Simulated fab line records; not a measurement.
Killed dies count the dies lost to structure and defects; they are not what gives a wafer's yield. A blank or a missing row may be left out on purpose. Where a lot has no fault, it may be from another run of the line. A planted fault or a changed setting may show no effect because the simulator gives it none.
Chamber matching / flow n5 finfet / N5_FIN_SAQP_MANDREL_ETCH_22 on rie si-04: 4 sister chambers
The step etches a-Si in HBr/Cl2, stops on SiNx, target depth 60 nm, bt time 10 s, time 30 s. 8 wafers are shown with their chamber, then 12 later ones without.

WAFERS, EACH WITH ITS CHAMBER
wafer=L082.1; chamber=1; throttle valve pct (%)=35.31; drypump motor current A (A)=6.1
wafer=L087.3; chamber=1; throttle valve pct (%)=35.31; drypump motor current A (A)=6.1
wafer=L088.2; chamber=0; throttle valve pct (%)=34.96; drypump motor current A (A)=5.8
wafer=L088.4; chamber=3; throttle valve pct (%)=34.91; drypump motor current A (A)=6.2
wafer=L088.5; chamber=2; throttle valve pct (%)=35.19; drypump motor current A (A)=6.6
wafer=L090.1; chamber=3; throttle valve pct (%)=34.93; drypump motor current A (A)=6.1
wafer=L090.4; chamber=0; throttle valve pct (%)=34.91; drypump motor current A (A)=5.8
wafer=L090.5; chamber=2; throttle valve pct (%)=35.14; drypump motor current A (A)=6.7

WAFERS WITH NO CHAMBER GIVEN
wafer=L092.1; throttle valve pct (%)=35.19; drypump motor current A (A)=6.7
wafer=L092.2; throttle valve pct (%)=34.95; drypump motor current A (A)=5.8
wafer=L092.5; throttle valve pct (%)=35.18; drypump motor current A (A)=6.6
wafer=L093.1; throttle valve pct (%)=35.20; drypump motor current A (A)=6.6
wafer=L093.3; throttle valve pct (%)=34.93; drypump motor current A (A)=5.8
wafer=L093.5; throttle valve pct (%)=34.91; drypump motor current A (A)=5.8
wafer=L095.1; throttle valve pct (%)=34.93; drypump motor current A (A)=6.1
wafer=L095.2; throttle valve pct (%)=35.18; drypump motor current A (A)=6.6
wafer=L095.4; throttle valve pct (%)=34.91; drypump motor current A (A)=5.8
wafer=L097.4; throttle valve pct (%)=34.92; drypump motor current A (A)=5.8
wafer=L097.5; throttle valve pct (%)=35.17; drypump motor current A (A)=6.7
wafer=L097.6; throttle valve pct (%)=35.29; drypump motor current A (A)=6.1

CHAMBER TAKEN BY EACH
wafer=L092.1; from the rows above=2; in truth=2
wafer=L092.2; from the rows above=0; in truth=0
wafer=L092.5; from the rows above=2; in truth=2
wafer=L093.1; from the rows above=2; in truth=2
wafer=L093.3; from the rows above=0; in truth=0
wafer=L093.5; from the rows above=0; in truth=0
wafer=L095.1; from the rows above=3; in truth=3
wafer=L095.2; from the rows above=2; in truth=2
wafer=L095.4; from the rows above=0; in truth=0
wafer=L097.4; from the rows above=0; in truth=0
wafer=L097.5; from the rows above=2; in truth=2
wafer=L097.6; from the rows above=1; in truth=1
Correctly placed: 12 of 12. Not placeable from these rows: 0. Placed wrongly: 0.
How it was worked out, from the rows above alone: a wafer's distance from a chamber is the root of the sum, over the readings, of the square of ((its reading less the chamber's mean) divided by the reading's scatter). The wafer belongs to the nearest chamber; if the next one is less than 2 further off, it can't be placed. Each chamber's mean is taken over the wafers shown for it. The scatter is the square root of a quotient: the sum, over the shown wafers, of each reading's squared deviation from its chamber's mean, divided by wafers minus chambers.
